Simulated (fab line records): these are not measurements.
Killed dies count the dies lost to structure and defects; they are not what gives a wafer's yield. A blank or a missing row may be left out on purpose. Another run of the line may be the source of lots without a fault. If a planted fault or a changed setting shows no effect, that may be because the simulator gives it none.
Chamber matching :: flow n5_finfet :: pecvd-04 running N5_BEOL_M9_PECVD_70: 3 sister chambers
The step deposits SiO2 from TEOS/O2, target thk 20 nm, time 22.7 s. 14 wafers are shown with their chamber, then 7 later ones without.

== EACH WAFER AND ITS CHAMBER ==
wafer: L418.3
chamber: 2
throttle_valve_pct (%): 21.5
showerhead_plenum_p_Torr (Torr): 8.78
heater_power_w (W): 699

wafer: L418.4
chamber: 1
throttle_valve_pct (%): 23.2
showerhead_plenum_p_Torr (Torr): 8.71
heater_power_w (W): 800

wafer: L418.5
chamber: 0
throttle_valve_pct (%): 20.8
showerhead_plenum_p_Torr (Torr): 8.73
heater_power_w (W): 529

wafer: L423.2
chamber: 0
throttle_valve_pct (%): 21.2
showerhead_plenum_p_Torr (Torr): 8.75
heater_power_w (W): 519

wafer: L423.3
chamber: 1
throttle_valve_pct (%): 23.5
showerhead_plenum_p_Torr (Torr): 8.71
heater_power_w (W): 783

wafer: L423.4
chamber: 2
throttle_valve_pct (%): 21.6
showerhead_plenum_p_Torr (Torr): 8.77
heater_power_w (W): 703

wafer: L426.1
chamber: 1
throttle_valve_pct (%): 23.4
showerhead_plenum_p_Torr (Torr): 8.70
heater_power_w (W): 841

wafer: L426.5
chamber: 0
throttle_valve_pct (%): 21.2
showerhead_plenum_p_Torr (Torr): 8.73
heater_power_w (W): 626

wafer: L426.6
chamber: 1
throttle_valve_pct (%): 23.5
showerhead_plenum_p_Torr (Torr): 8.70
heater_power_w (W): 856

wafer: L436.1
chamber: 0
throttle_valve_pct (%): 21.1
showerhead_plenum_p_Torr (Torr): 8.72
heater_power_w (W): 626

wafer: L436.3
chamber: 1
throttle_valve_pct (%): 23.5
showerhead_plenum_p_Torr (Torr): 8.70
heater_power_w (W): 825

wafer: L436.6
chamber: 0
throttle_valve_pct (%): 21.0
showerhead_plenum_p_Torr (Torr): 8.75
heater_power_w (W): 624

wafer: L435.1
chamber: 0
throttle_valve_pct (%): 20.9
showerhead_plenum_p_Torr (Torr): 8.73
heater_power_w (W): 611

wafer: L435.2
chamber: 2
throttle_valve_pct (%): 21.5
showerhead_plenum_p_Torr (Torr): 8.78
heater_power_w (W): 660

SIGNATURES (averages over the wafers above)
reading: throttle_valve_pct
chamber 0: 21.033
chamber 1: 23.420
chamber 2: 21.533
scatter within a chamber: 0.138

reading: showerhead_plenum_p_Torr
chamber 0: 8.7350
chamber 1: 8.7040
chamber 2: 8.7767
scatter within a chamber: 0.00923

reading: heater_power_w
chamber 0: 589.17
chamber 1: 821.00
chamber 2: 687.33
scatter within a chamber: 40
Rule: distance of a wafer from a chamber = root of the sum over the readings of ((wafer's reading minus chamber's mean) / reading's scatter) squared. The wafer belongs to the nearest chamber; if the next one is less than 2 further off, it can't be placed. How the scatter is found: for the shown wafers, subtract from each reading the mean of its chamber, square and add these, divide the total by (wafers less chambers), then take the root.

== WAFERS WITHOUT THEIR CHAMBER ==
wafer: L435.4
throttle_valve_pct (%): 21.2
showerhead_plenum_p_Torr (Torr): 8.75
heater_power_w (W): 624

wafer: L440.4
throttle_valve_pct (%): 21.5
showerhead_plenum_p_Torr (Torr): 8.77
heater_power_w (W): 652

wafer: L440.5
throttle_valve_pct (%): 23.1
showerhead_plenum_p_Torr (Torr): 8.70
heater_power_w (W): 845

wafer: L440.6
throttle_valve_pct (%): 20.9
showerhead_plenum_p_Torr (Torr): 8.74
heater_power_w (W): 618

wafer: L438.4
throttle_valve_pct (%): 21.0
showerhead_plenum_p_Torr (Torr): 8.75
heater_power_w (W): 601

wafer: L438.5
throttle_valve_pct (%): 23.4
showerhead_plenum_p_Torr (Torr): 8.70
heater_power_w (W): 737

wafer: L438.6
throttle_valve_pct (%): 21.5
showerhead_plenum_p_Torr (Torr): 8.77
heater_power_w (W): 710

== EACH ONE'S CHAMBER ==
wafer: L435.4
from the rows above: can't be placed: 0 or 2
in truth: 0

wafer: L440.4
from the rows above: 2
in truth: 2

wafer: L440.5
from the rows above: 1
in truth: 1

wafer: L440.6
from the rows above: 0
in truth: 0

wafer: L438.4
from the rows above: 0
in truth: 0

wafer: L438.5
from the rows above: 1
in truth: 1

wafer: L438.6
from the rows above: 2
in truth: 2
Correct placement for 6 of the 7. Can't be placed from these rows: 1 (the true chamber is among the candidates in 1). Wrongly placed: 0.
